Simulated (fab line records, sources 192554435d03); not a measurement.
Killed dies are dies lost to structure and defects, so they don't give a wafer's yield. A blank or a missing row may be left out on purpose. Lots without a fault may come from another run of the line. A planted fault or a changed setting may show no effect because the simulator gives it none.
Which tool did it? | flow n5_finfet | 21 lots, 63 wafers sampled, at 1 step of a route of 1938

WHAT THE GAUGES READ, wafer by wafer
N5_BEOL_M13_CD_MEAS_10: target cd 190 nm.
lot  | measured     | on        | cd_nm (nm)
L074 | day 11 18:17 | cd_sem-01 | 188.4 189.2 189.2
L075 | day 11 19:20 | cd_sem-01 | 187.1 188.2 187.6
L076 | day 12 01:04 | cd_sem-03 | 188.4 187.9 187.0
L079 | day 12 08:22 | cd_sem-02 | 189.4 188.9 189.4
L077 | day 12 20:23 | cd_sem-01 | 188.5 187.8 188.6
L078 | day 13 06:46 | cd_sem-01 | 188.4 188.5 187.4
L081 | day 13 09:31 | cd_sem-01 | 186.7 187.5 186.9
L082 | day 13 20:18 | cd_sem-01 | 189.9 189.2 190.0
L083 | day 13 20:56 | cd_sem-01 | 188.4 189.0 188.9
L084 | day 14 02:59 | cd_sem-02 | 189.3 189.6 191.3
L086 | day 14 19:59 | cd_sem-02 | 188.8 189.4 187.1
L087 | day 15 01:28 | cd_sem-03 | 186.5 186.8 186.8
L090 | day 15 05:21 | cd_sem-02 | 187.8 186.8 185.9
L089 | day 15 10:58 | cd_sem-03 | 188.8 188.7 186.7
L092 | day 15 19:05 | cd_sem-03 | 190.5 190.0 190.7
L091 | day 16 02:32 | cd_sem-01 | 188.0 190.2 188.4
L093 | day 16 05:28 | cd_sem-01 | 187.2 187.7 186.0
L095 | day 16 17:11 | cd_sem-02 | 190.1 190.7 189.5
L094 | day 16 17:56 | cd_sem-01 | 191.2 190.0 191.5
L096 | day 17 15:04 | cd_sem-01 | 191.0 191.1 189.7
L097 | day 19 07:16 | cd_sem-01 | 194.2 191.8 193.8

WHICH TOOL RAN EACH LOT (tool, then ch and the chambers of the sampled wafers, then the start)
The record holds no process step before these readings.

WHAT THE TOOLS THEMSELVES READ (means of the sampled wafers that have a number; where no wafer has one, the mark that the record gives instead)
The record holds no such reading with a usual standard deviation.

THE ANSWER, worked out from the rows above alone
Rule: what is usual is taken from the lots themselves. Put in order of their means at a reading, lots are off if they are a third of the lots or fewer, leave a main group of 4 or more, and stand apart from it by a gap of 3 or more times the standard deviation of the main group's means; of several such gaps the widest counts. A main group whose means are all the same, to the digits that the tables above print for the reading, isn't used. A lot without any number at a reading at which 4 lots or more have one is off too. The other lots that the step has rows for count as sound. The gauges are gone through in route order, then the tools' own readings, and for those a lot's mean is taken as printed above. The first step at which some lot is off is used, and at that step the reading that is off furthest; a lot without a number counts as furthest.
No lot is off at any reading shown: from this, nothing can be told.

WHAT THE SIMULATOR HAD PUT IN
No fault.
